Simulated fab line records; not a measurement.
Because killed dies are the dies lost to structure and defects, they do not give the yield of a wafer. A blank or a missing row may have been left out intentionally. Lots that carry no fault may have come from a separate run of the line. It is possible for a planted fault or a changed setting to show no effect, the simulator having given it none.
Split-lot study    flow n5_finfet    21 wafers read across 7 lots, on a route 1938 steps long

== ON THE SPLIT ==
At N5_WELL_APT_COAT_02 (resist thk 950 nm), the setting spin_rpm was moved away from the recipe's 1357 rpm on 4 of the 21 wafers read, by -10.9% to +6.1%. This setting was run at the recipe's value on the other wafers.

The reading comes from the split's own step.

== THE READING ==
coat_of_WELL_APT_COAT_02.thk_nm (the simulator's own value, which no gauge read), in nm, at N5_WELL_APT_COAT_02 (resist thk 950 nm). The file does not state a usual value for it. Across the 17 wafers here that went through the recipe, the average is 951.6 nm and the standard deviation 2.3 nm.

wafer   tool, chamber at the split  spin_rpm as run, rpm  against the recipe  coat_of_WELL_APT_COAT_02.thk_nm, nm  against lot-mates on the recipe
L081.2  litho_track-03, 0           1357                  recipe              953                                  -
L081.3  litho_track-03, 0           1357                  recipe              953.8                                -
L081.4  litho_track-03, 0           1357                  recipe              952.6                                -
L082.1  litho_track-03, 0           1357                  recipe              951.2                                -
L082.4  litho_track-03, 0           1440                  +6.1%               922.9                                -28.1
L082.5  litho_track-03, 0           1357                  recipe              950.8                                -
L083.1  litho_track-02, 0           1357                  recipe              951.9                                -
L083.6  litho_track-02, 0           1357                  recipe              951.9                                -
L083.4  litho_track-02, 0           1357                  recipe              950.1                                -
L089.2  litho_track-02, 0           1357                  recipe              953.9                                -
L089.3  litho_track-02, 0           1357                  recipe              954.8                                -
L089.6  litho_track-02, 0           1212                  -10.7%              1011                                 +56.7
L092.4  litho_track-05, 0           1357                  recipe              951.8                                -
L092.5  litho_track-05, 0           1209                  -10.9%              1007                                 +56.2
L092.6  litho_track-05, 0           1357                  recipe              949.7                                -
L093.1  litho_track-05, 0           1357                  recipe              946.6                                -
L093.3  litho_track-05, 0           1357                  recipe              948.1                                -
L093.5  litho_track-05, 0           1357                  recipe              949                                  -
L094.2  litho_track-02, 0           1357                  recipe              953.2                                -
L094.4  litho_track-02, 0           1357                  recipe              955.5                                -
L094.6  litho_track-02, 0           1315                  -3.1%               972                                  +17.6

THE FIT
A straight line over all 21 wafers: coat_of_WELL_APT_COAT_02.thk_nm changes by -5.24 nm for each +1% of spin_rpm; r = -0.99; the points scatter about the line by 2.6 nm.
The same after taking each lot's own level away (the mean of its wafers on the recipe; 21 wafers): -5.14 nm for each +1%; r = -1.00; scatter 1.2 nm.
On that fit, the largest move of spin_rpm shifts the reading by 56 nm.
Across the lots, their own levels run from 947.90 to 954.35 nm, a range of 2.8 times the standard deviation given above.
Hence the lot-to-lot level has little effect on the slope; both slopes agree.
Check: with one of the wafers moved furthest among these (-10.9%) left out of the fit, the line predicts +56.5 nm for it against its lot-mates. Against them it came out at +56.2 nm.

== FILE'S OWN FIT ==
coat_of_WELL_APT_COAT_02.thk_nm changes by -5.15 nm for each +1% of spin_rpm, r = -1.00.
